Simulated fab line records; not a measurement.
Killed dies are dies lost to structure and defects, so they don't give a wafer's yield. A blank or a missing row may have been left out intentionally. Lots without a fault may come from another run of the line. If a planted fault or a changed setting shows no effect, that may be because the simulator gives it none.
fab line records	flow nand-harc
record: lots: 13	wafers: 39	last-day: 24
route steps=1159 shown A_CHANNEL_HOLE_D1@451 THIN_TSV@1122 END@1159
lots that met no fault: from a run of the same line without faults
start-h: the number of hours between the record's first day and the start of the first shown wafer of the lot	wait-h: how many hours have passed since the lot's step before this one	" unchanged from the row above	L1.1+2: one row covering several wafers at once	- no value, or no start was given	* or withheld: withheld	< > ~ a bound
route shown NAME@n: NAME is a module with steps in the file, n the number in the route of the first one	usual: average and standard deviation across the fault-free wafers	same: alike in all rows	chamber/n: place in a boat	sites: per-site readings	_std_site: the standard deviation of these	_edge_site: outer sites' mean less inner sites'	radius-mm: how far each site lies from the wafer's centre	mask NAME#n: copy n	behind: the tool/chamber that last shaped the wafer	hold: cause of the lot's hold/its duration in hours/its outcome	device: names the non-switching transistor (n, p or np)	end of line: tests of these same wafers at the route's end	a step given without rows: its recipe and nothing more	killed: the dies lost at the first sort to structure and to defects; this is not the yield of the wafer	map: shows each die of a wafer: x if killed, . if not, _ if none is there
set.NAME: the run value of the setting; set.NAME@STEP: its run value at that earlier step	model.NAME: the simulator's own value behind a step, which no gauge read
a sample of lots followed through the steps of the route, with each step as a table and each wafer as a row
services: a tool's chamber out of use, with start hour (start-h, from the record's first day; less than 0 if before it), hours out, and reason
== steps ==
step: NHARC_A_CHANNEL_HOLE_D1_DEP_01
recipe: target-thk-a: 1400	target-thk-nm: 140	temp-c: 400	pressure-torr: 3.5	flow-sccm: 200	rf-w: 350	material: SiON
usual: heater-power-w: 762/74	showerhead-vpp-V: 1140/48
lot.wafer	tool	chamber	start-h	wait-h	heater-power-w	showerhead-vpp-V
L437.2	pecvd-02	1	181.79	1.4	663	1180
L437.3	"	2	"	"	871	1136
L437.1	"	0	"	"	696	1068
L436.3	pecvd-02	1	183.74	1.0	745	1194
L436.2	"	2	"	"	758	1131
L436.5	"	1	"	"	748	1178
L440.2	pecvd-03	2	200.33	1.4	661	1105
L440.6	"	0	"	"	812	1139
L440.5	"	2	"	"	664	1097
L441.1	pecvd-02	0	200.89	1.6	741	1071
L441.2	"	1	"	"	708	1184
L441.4	"	2	"	"	822	1128
L439.2	pecvd-02	1	202.17	1.3	692	1227
L439.4	"	1	"	"	707	1201
L439.5	"	0	"	"	770	1053
L443.1	pecvd-02	2	219.67	1.7	889	1156
L443.4	"	1	"	"	741	1173
L443.5	"	2	"	"	897	1119
L444.1	pecvd-02	1	226.82	1.6	749	1205
L444.6	"	1	"	"	746	1175
L444.5	"	2	"	"	902	1157
L446.2	pecvd-02	2	239.70	1.3	836	1115
L446.3	"	0	"	"	738	1050
L446.5	"	2	"	"	820	1112
L445.4	pecvd-02	0	240.00	0.7	776	1082
L445.5	"	1	"	"	680	1199
L445.6	"	2	"	"	887	1137
L454.1	pecvd-03	2	276.98	1.6	655	1121
L454.3	"	0	"	"	692	1144
L454.6	"	2	"	"	672	1103
L453.1	pecvd-04	2	278.37	1.6	868	1074
L453.2	"	0	"	"	694	1118
L453.4	"	1	"	"	723	1223
L455.3	pecvd-03	1	289.99	1.0	780	1196
L455.2	"	2	"	"	734	1106
L455.4	"	2	"	"	737	1089
L458.1	pecvd-03	2	308.28	1.6	720	1109
L458.3	"	0	"	"	728	1144
L458.2	"	1	"	"	805	1185
step: NHARC_THIN_TSV_STRIP_45
recipe: power-w: 1500	temp-c: 250	chemistry: O2
usual: drypump-motor-current-A: 5.81/0.27	heater-power-w: 325/44	rf-refl-power-W: 22.4/2.8
lot.wafer	tool	chamber	start-h	wait-h	drypump-motor-current-A	heater-power-w	rf-hours-counter-h	rf-refl-power-W
L437.1	plasma-asher-01	0	437.97	0.1	5.54	377	52	21.0
L437.2	"	1	"	"	6.19	265	52	26.3
L437.3	"	1	"	"	6.18	269	-	26.4
L436.2	plasma-asher-02	1	439.08	0.1	5.61	318	24	-
L436.3	"	0	"	"	5.93	336	-	-
L436.5	"	0	"	"	5.95	347	-	-
L439.2	plasma-asher-02	0	449.31	0.1	5.93	330	29	-
L439.4	"	1	"	"	5.60	325	-	-
L439.5	"	1	"	"	5.60	319	-	-
L441.1	plasma-asher-02	0	453.60	0.1	5.99	337	32	22.1
L441.2	"	1	"	"	5.59	331	32	18.5
L441.4	"	1	"	"	5.58	325	-	18.3
L440.2	plasma-asher-02	1	454.67	0.1	5.62	312	32	-
L440.6	"	1	"	"	5.59	330	-	-
L440.5	"	0	"	"	5.96	341	-	-
L443.1	plasma-asher-01	1	477.41	0.2	6.17	252	1	-
L443.4	"	1	"	"	6.15	252	-	-
L443.5	"	1	"	"	6.15	261	-	-
L444.1	plasma-asher-02	0	478.85	0.1	5.95	336	46	23.2
L444.6	"	0	"	"	5.96	340	-	22.7
L444.5	"	1	"	"	5.54	329	-	20.1
L445.4	plasma-asher-01	0	482.93	0.2	5.55	379	-	-
L445.5	"	0	"	"	5.53	380	-	-
L446.3	plasma-asher-01	1	498.23	0.2	6.21	258	-	26.5
L446.5	"	1	"	"	6.19	262	-	26.8
L453.2	plasma-asher-01	1	526.92	0.1	6.16	258	17	-
L453.1	"	0	"	"	5.51	388	17	-
L453.4	"	1	"	"	6.17	259	-	-
L454.1	plasma-asher-01	1	535.44	0.1	6.15	260	19	26.8
L454.3	"	1	"	"	6.19	253	-	26.7
L454.6	"	0	"	"	5.50	380	-	21.4
L455.2	plasma-asher-01	0	543.24	0.5	5.49	381	24	21.4
L455.3	"	1	"	"	6.17	266	-	26.3
L455.4	"	0	"	"	5.54	386	-	21.5
L458.2	plasma-asher-01	0	564.11	0.1	5.54	385	33	21.3
L458.1	"	1	"	"	6.17	257	33	27.1
L458.3	"	0	"	"	5.51	372	-	21.4
step: NHARC_THIN_TSV_PVD_19
recipe: target-thk-a: 200	chamber-pressure-pa: 5	material: TaN
usual: throttle-valve-pct: 30.1/1.3
lot.wafer	tool	chamber	start-h	wait-h	throttle-valve-pct
L437.1	pvd-sputter-02	-	-	-	30.4
L437.3	"	-	"	"	30.5
L437.2	"	-	"	"	31.2
L436.2	pvd-sputter-02	-	-	-	31.1
L436.3	"	-	"	"	29.5
L436.5	"	-	"	"	30.3
L439.4	pvd-sputter-01	-	-	-	32.2
L439.2	"	-	"	"	26.9
L439.5	"	-	"	"	29.2
L441.4	pvd-sputter-02	-	-	-	30.5
L441.1	"	-	"	"	29.5
L441.2	"	-	"	"	30.5
L440.2	pvd-sputter-01	-	-	-	29.2
L440.5	"	-	"	"	32.5
L440.6	"	-	"	"	27.0
L443.4	pvd-sputter-01	-	-	-	30.2
L443.1	"	-	"	"	32.4
L443.5	"	-	"	"	32.3
L444.1	pvd-sputter-03	-	-	-	31.1
L444.5	"	-	"	"	28.4
L444.6	"	-	"	"	31.1
L445.4	pvd-sputter-01	-	-	-	30.2
L445.5	"	-	"	"	30.6
L446.3	pvd-sputter-01	-	-	-	26.9
L446.5	"	-	"	"	32.4
L453.2	pvd-sputter-03	-	-	-	31.0
L453.4	"	-	"	"	31.0
L453.1	"	-	"	"	29.6
L454.3	pvd-sputter-02	-	-	-	30.9
L454.1	"	-	"	"	30.1
L454.6	"	-	"	"	30.4
L455.2	pvd-sputter-02	-	-	-	30.9
L455.4	"	-	"	"	30.2
L455.3	"	-	"	"	30.6
L458.3	pvd-sputter-02	-	-	-	30.8
L458.2	"	-	"	"	29.2
L458.1	"	-	"	"	31.1
step: NHARC_THIN_TSV_DESCUM_35
recipe: time-s: 3	o2-flow-sccm: 200	ar-flow-sccm: 0	bias-power-w: 0	chemistry: O2
usual: drypump-motor-current-A: 6.1/0.47	mfc-ar-sccm: 0.006/0.0073	oes-product-au: 0.994/0.011	rf-vpp-V: 58.0/0.84	showerhead-plenum-p-Torr: 1.93/0.069	throttle-valve-pct: 11.311/0.0087
lot.wafer	tool	chamber	start-h	wait-h	drypump-motor-current-A	mfc-ar-sccm	oes-product-au	rf-hours-counter-h	rf-vpp-V	showerhead-plenum-p-Torr	throttle-valve-pct
L437.2	rie-diel-01	0	443.03	-	6.3	0.018	0.993	8	58.2	2.00	11.326
L437.1	"	1	"	"	6.3	0.005	1.001	8	57.7	2.00	11.318
L437.3	"	2	"	"	4.9	0.011	1.001	8	58.3	1.88	11.297
L436.3	rie-diel-10	2	444.23	-	5.5	0	0.990	10	57.6	1.92	11.305
L436.2	"	3	"	"	6.0	0	0.996	10	57.4	1.83	11.320
L436.5	"	3	"	"	6.0	0	0.982	-	57.6	1.83	11.324
L439.4	rie-diel-12	0	454.45	-	6.2	0	0.982	4	57.9	1.87	11.330
L439.2	"	2	"	"	6.4	0.001	1.010	5	57.7	2.05	11.305
L439.5	"	0	"	"	6.2	0	0.989	-	58.0	1.87	11.315
L441.4	rie-diel-10	1	459.15	-	6.1	0	1.002	11	58.9	1.89	11.313
L441.2	"	3	"	"	6.0	0	1.004	11	57.9	1.83	11.314
L441.1	"	0	"	"	5.8	0	1.002	11	57.9	1.85	11.302
L440.2	rie-diel-10	3	459.87	-	6.0	0	0.997	11	55.6	1.83	11.309
L440.6	"	1	"	"	6.1	0	1.005	-	58.2	1.89	11.307
L440.5	"	2	"	"	5.5	0	0.995	-	59.1	1.92	11.308
L443.4	rie-diel-12	0	482.47	-	6.2	0	1.002	5	58.9	1.87	11.322
L443.1	"	2	"	"	6.4	0.001	1.012	6	58.7	2.05	11.315
L443.5	"	0	"	"	6.1	0	0.987	-	58.8	1.87	11.333
L444.1	rie-diel-12	0	483.87	-	6.1	0	0.990	5	58.1	1.87	11.308
L444.5	"	0	"	"	6.1	0	0.986	-	59.0	1.87	11.314
L444.6	"	1	"	"	5.8	0	0.984	-	58.3	1.93	11.307
L445.4	rie-diel-01	1	487.72	-	6.3	0.005	1.008	12	58.5	2.00	11.321
L445.5	"	0	"	"	6.3	0.018	1.005	-	58.0	2.00	11.330
L446.3	rie-diel-10	2	503.01	-	5.5	0	0.998	17	58.0	1.91	11.303
L446.5	"	0	"	"	5.8	0	0.990	-	57.2	1.85	11.303
L453.2	rie-diel-01	2	532.11	-	4.9	0.011	0.986	2	57.1	1.87	11.315
L453.1	"	0	"	"	6.3	0.018	0.989	2	61.1	2.00	11.308
L453.4	"	2	"	"	4.9	0.011	0.988	-	58.2	1.87	11.296
L454.1	rie-diel-01	1	540.85	-	6.3	0.005	0.982	3	56.4	2.00	11.301
L454.3	"	0	"	"	6.3	0.018	0.997	3	58.4	2.00	11.303
L454.6	"	1	"	"	6.3	0.005	0.984	-	58.0	2.00	11.305
L455.3	rie-diel-12	2	549.47	-	6.4	0.001	1.017	10	58.9	2.05	11.309
L455.2	"	3	"	"	6.6	0.012	0.994	11	58.9	1.96	11.300
L455.4	"	0	"	"	6.2	0	0.981	10	57.5	1.86	11.311
L458.1	rie-diel-12	1	569.18	-	5.8	0	0.973	0	56.7	1.93	11.317
L458.3	"	2	"	"	6.4	0.001	1.001	0	59.1	2.05	11.310
L458.2	"	3	"	"	6.6	0.012	1.000	0	58.1	1.96	11.319
step: NHARC_END_SORT_01
recipe: temp-c: 25
usual: killed-at-array: 26/10	killed-at-other: 0.5/0.87	killed-at-periphery: 3.0/2.5	killed-dies: 29/11	killed-open: 3.3/1.9	killed-short: 1.8/1.5
same: gross-dies: 677
lot.wafer	tool	chamber	start-h	wait-h	hold	killed-at-array	killed-at-other	killed-at-periphery	killed-dies	killed-open	killed-short
L436.2	prober-01	0	461.14	2.8	-	22	1	0	23	1	1
L436.3	prober-01	0	461.94	3.1	-	40	1	0	41	7	3
L436.5	prober-01	0	463.53	3.7	-	20	0	3	23	5	1
L441.1	prober-01	0	468.15	2.5	-	16	0	6	22	3	1
L441.2	prober-01	0	468.94	2.8	-	29	0	0	29	1	2
L441.4	prober-01	0	470.52	3.4	-	34	0	2	36	7	1
L440.2	prober-02	0	471.79	2.8	-	19	1	4	24	3	2
L440.5	prober-02	0	474.16	3.7	-	17	0	5	22	4	1
L440.6	prober-02	0	474.95	3.9	-	19	0	5	24	4	1
L444.1	prober-01	0	491.30	2.5	-	22	0	3	25	2	2
L444.5	prober-01	0	494.47	3.7	-	21	5	2	28	5	2
L444.6	prober-01	0	495.27	4.0	-	29	0	5	34	3	3
L443.1	prober-02	0	491.31	2.5	-	23	0	2	25	1	6
L443.4	prober-02	0	493.73	3.4	-	27	0	0	27	4	2
L443.5	prober-02	0	494.53	3.7	-	19	0	2	21	3	1
L445.4	prober-02	0	501.54	3.4	await-dispo/12.1h/release	41	0	2	43	7	0
L445.5	prober-02	0	502.35	3.7	await-dispo/12.1h/release	32	1	1	34	5	0
L445.6	prober-02	0	503.15	4.0	await-dispo/12.1h/release	676	0	1	677	1	0
L446.2	prober-01	0	512.30	2.8	await-dispo/1.9h/release	671	1	5	677	4	1
L446.3	prober-01	0	513.09	3.1	await-dispo/1.9h/release	23	0	4	27	3	0
L446.5	prober-01	0	514.68	3.7	await-dispo/1.9h/release	23	1	3	27	7	3
killed by level:class
L436.2 A_CHANNEL_HOLE_D1:chamber-film-flake=7 A_SLIT:chamber-film-flake=6 A_CONTACT:chamber-film-flake=3 A_ZERO_WELL:chamber-film-flake=2 A_WL_FILL:chamber-film-flake=2 A_ONON_D1:geometric-particle:short=1 A_M0:geometric-particle:open=1 THIN_TSV:chamber-film-flake=1
L436.3 A_CHANNEL_HOLE_D1:chamber-film-flake=16 A_SLIT:chamber-film-flake=6 A_WL_FILL:chamber-film-flake=4 A_CONTACT:geometric-particle:open=3 A_CONTACT:geometric-particle:short=2 A_M1:geometric-particle:open=2 A_ZERO_WELL:chamber-film-flake=2 A_CONTACT:chamber-film-flake=2
L436.5 A_CHANNEL_HOLE_D1:chamber-film-flake=7 A_SLIT:chamber-film-flake=5 A_CONTACT:chamber-film-flake=3 A_CONTACT:geometric-particle:open=2 P_GATE:geometric-particle:open=1 P_CONTACT:geometric-particle:short=1 P_CONTACT:geometric-particle:open=1 A_CHANNEL_FILL_D1:geometric-particle:open=1
L441.1 A_SLIT:chamber-film-flake=9 P_STI:chamber-film-flake=4 P_M2:geometric-particle:open=2 A_CHANNEL_HOLE_D1:chamber-film-flake=2 A_SGD_CUT:geometric-particle:open=1 A_WL_FILL:geometric-particle:short=1 A_CHANNEL_FILL_D1:chamber-film-flake=1 A_SGD_CUT:chamber-film-flake=1
L441.2 A_SLIT:chamber-film-flake=12 A_CHANNEL_HOLE_D1:chamber-film-flake=6 A_CHANNEL_FILL_D1:chamber-film-flake=4 A_ONON_D1:geometric-particle:short=1 A_ONON_D1:geometric-particle:open=1 A_SGD_CUT:geometric-particle:short=1 A_ZERO_WELL:chamber-film-flake=1 A_STAIRCASE:chamber-film-flake=1
L441.4 A_SLIT:chamber-film-flake=16 A_CHANNEL_HOLE_D1:chamber-film-flake=5 A_CONTACT:geometric-particle:open=4 A_CHANNEL_FILL_D1:chamber-film-flake=4 A_SGD_CUT:chamber-film-flake=2 P_CONTACT:geometric-particle:open=1 A_ONON_D1:geometric-particle:open=1 A_CHANNEL_FILL_D1:geometric-particle:short=1
L440.2 A_CHANNEL_HOLE_D1:chamber-film-flake=13 A_ZERO_WELL:chamber-film-flake=2 P_M0:geometric-particle:short=1 P_M0:geometric-particle:open=1 A_SGD_CUT:geometric-particle:open=1 A_CONTACT:geometric-particle:short=1 A_CONTACT:geometric-particle:open=1 P_ZERO_WELL:chamber-film-flake=1
L440.5 A_CHANNEL_HOLE_D1:chamber-film-flake=11 A_SGD_CUT:chamber-film-flake=3 P_M0:geometric-particle:open=1 P_M1:geometric-particle:open=1 P_M1:geometric-particle:short=1 P_M2:geometric-particle:open=1 A_WL_FILL:geometric-particle:open=1 A_CHANNEL_FILL_D1:chamber-film-flake=1
L440.6 A_CHANNEL_HOLE_D1:chamber-film-flake=9 A_CONTACT:chamber-film-flake=5 P_ZERO_WELL:chamber-film-flake=3 P_M0:geometric-particle:open=2 A_CONTACT:geometric-particle:open=2 A_SGD_CUT:chamber-film-flake=2 A_M0:geometric-particle:short=1
L444.1 A_SLIT:chamber-film-flake=14 A_CHANNEL_HOLE_D1:chamber-film-flake=3 A_BLC:geometric-particle:short=2 P_CONTACT:geometric-particle:open=1 P_M1:geometric-particle:open=1 P_GATE:chamber-film-flake=1 A_STAIRCASE:chamber-film-flake=1 A_WL_FILL:chamber-film-flake=1
L443.1 A_CHANNEL_HOLE_D1:chamber-film-flake=13 A_CONTACT:chamber-film-flake=3 A_CHANNEL_FILL_D1:geometric-particle:short=2 P_STI:geometric-particle:short=1 P_CONTACT:geometric-particle:short=1 A_WL_FILL:geometric-particle:short=1 A_CONTACT:geometric-particle:open=1 A_CONTACT:geometric-particle:short=1
L443.4 A_CHANNEL_HOLE_D1:chamber-film-flake=17 A_M0:geometric-particle:open=2 A_CONTACT:chamber-film-flake=2 A_CHANNEL_FILL_D1:geometric-particle:open=1 A_WL_FILL:geometric-particle:short=1 A_CONTACT:geometric-particle:open=1 A_CONTACT:geometric-particle:short=1 A_STAIRCASE:chamber-film-flake=1
L444.5 A_SLIT:chamber-film-flake=9 A_CHANNEL_HOLE_D1:chamber-film-flake=3 A_STAIRCASE:chamber-film-flake=3 THIN_TSV:chamber-film-flake=3 STARTING-WAFER:geometric-particle:open=2 P_CONTACT:geometric-particle:short=1 A_CHANNEL_FILL_D1:geometric-particle:open=1 A_SLIT:geometric-particle:open=1
L443.5 A_CHANNEL_HOLE_D1:chamber-film-flake=14 A_WL_FILL:geometric-particle:open=2 P_M0:geometric-particle:open=1 A_SGD_CUT:geometric-particle:short=1 P_STI:chamber-film-flake=1 A_CONTACT:chamber-film-flake=1 A_BONDPAD:chamber-film-flake=1
L444.6 A_SLIT:chamber-film-flake=14 A_CHANNEL_HOLE_D1:chamber-film-flake=7 A_WL_FILL:chamber-film-flake=4 P_STI:chamber-film-flake=2 P_GATE:geometric-particle:short=1 P_M0:geometric-particle:short=1 P_M0:geometric-particle:open=1 A_SOURCE_PLATE:geometric-particle:short=1
L445.4 A_CHANNEL_HOLE_D1:chamber-film-flake=19 A_SLIT:chamber-film-flake=10 A_M1:chamber-film-flake=3 A_STAIRCASE:chamber-film-flake=2 A_CONTACT:chamber-film-flake=2 P_GATE:geometric-particle:open=1 P_CONTACT:geometric-particle:open=1 A_ONON_D1:geometric-particle:open=1
L445.5 A_CHANNEL_HOLE_D1:chamber-film-flake=11 A_SLIT:chamber-film-flake=11 A_CONTACT:chamber-film-flake=4 A_M1:chamber-film-flake=2 P_GATE:geometric-particle:open=1 A_ONON_D1:geometric-particle:open=1 A_SGD_CUT:geometric-particle:open=1 A_CONTACT:geometric-particle:open=1
L445.6 A_CHANNEL_HOLE_D1:area-dep=638 A_CHANNEL_HOLE_D1:chamber-film-flake=16 A_SLIT:chamber-film-flake=14 A_STAIRCASE:chamber-film-flake=2 A_CONTACT:chamber-film-flake=2 A_M1:chamber-film-flake=2 P_CONTACT:geometric-particle:open=1 A_CHANNEL_FILL_D1:chamber-film-flake=1
L446.2 A_CHANNEL_HOLE_D1:area-dep=656 A_SLIT:chamber-film-flake=7 A_CHANNEL_HOLE_D1:chamber-film-flake=3 A_STAIRCASE:chamber-film-flake=2 P_GATE:geometric-particle:open=1 P_CONTACT:geometric-particle:open=1 P_M0:geometric-particle:open=1 A_CONTACT:geometric-particle:open=1
L446.3 A_SLIT:chamber-film-flake=11 A_STAIRCASE:chamber-film-flake=4 A_CONTACT:chamber-film-flake=4 A_CHANNEL_HOLE_D1:chamber-film-flake=3 P_GATE:geometric-particle:open=1 P_CONTACT:geometric-particle:open=1 A_CONTACT:geometric-particle:open=1 P_STI:chamber-film-flake=1
L446.5 A_SLIT:chamber-film-flake=12 A_CONTACT:geometric-particle:open=2 A_BLC:geometric-particle:open=2 A_CONTACT:chamber-film-flake=2 P_CONTACT:geometric-particle:open=1 P_M0:geometric-particle:short=1 P_M2:geometric-particle:open=1 A_CHANNEL_FILL_D1:geometric-particle:short=1
== services ==
tool	chamber	start-h	hours	kind
rie-diel-12	3	164.92	4.5	repair
pvd-sputter-02	-	182.51	2.1	repair
plasma-asher-02	-	183.00	9.0	pm
pvd-sputter-02	-	192.38	2.9	repair
rie-diel-12	-	202.40	9.0	pm
pvd-sputter-02	-	215.40	10.0	pm
rie-diel-12	3	253.68	16.0	repair
plasma-asher-02	-	256.75	4.2	repair
plasma-asher-01	-	276.00	9.0	pm
rie-diel-12	1	309.14	5.5	repair
rie-diel-12	-	324.63	0.5	repair
pecvd-02	-	334.00	13.0	pm
rie-diel-12	3	343.80	2.7	repair
plasma-asher-02	-	360.00	9.0	pm
pvd-sputter-02	-	393.43	10.0	pm
pvd-sputter-02	-	420.11	0.6	repair
plasma-asher-01	-	444.21	19.7	repair
pvd-sputter-02	-	446.17	0.8	repair
plasma-asher-01	-	463.95	9.0	pm
pvd-sputter-02	-	467.44	6.9	repair
plasma-asher-01	-	494.67	2.6	repair
pvd-sputter-02	-	507.50	2.0	repair
pecvd-02	-	515.00	13.0	pm
pvd-sputter-02	-	547.36	4.1	repair
== key ==
first-sign: step: NHARC_END_SORT_01	reading: killed-at-array	direction: up	sigmas: 65	usual: 26	struck: 674
effect: step: NHARC_END_SORT_01	reading: killed-dies	direction: up	sigmas: 61	usual: 29	struck: 677
more-kills-born-at: NHARC_A_CHANNEL_HOLE_D1_DEP_01@pecvd-02: 1294
met-at NHARC_A_CHANNEL_HOLE_D1_DEP_01
struck-lots L445,L446
struck-wafers L445.6,L446.2
later-rows-left-out L445.6,L446.2
tester-left-out L445,L446
not-acting-at NHARC_THIN_TSV_STRIP_45,NHARC_THIN_TSV_PVD_19,NHARC_THIN_TSV_DESCUM_35
fault: kind: process-parameter-drift	tool: pecvd-02	chamber: -	onset-h: 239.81	steps: NHARC_A_CHANNEL_HOLE_D1_DEP_01	channel: target-thk-nm	offset: 76.124	shape: step	end-h: 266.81	scope: struck-wafers-only	acts-in: these-recipes-only	stated: 140
tester-left-out: of these lots the tester's yield and bins aren't shown, on N5 and GAA mostly nor the transistor test; their killed dies are dies lost to structure and defects alone, not to doping, threshold or leakage, so they don't give the yield
later-rows-left-out: the simulator's readings of these wafers behind a module that went badly wrong aren't trusted and aren't shown, but for the sort
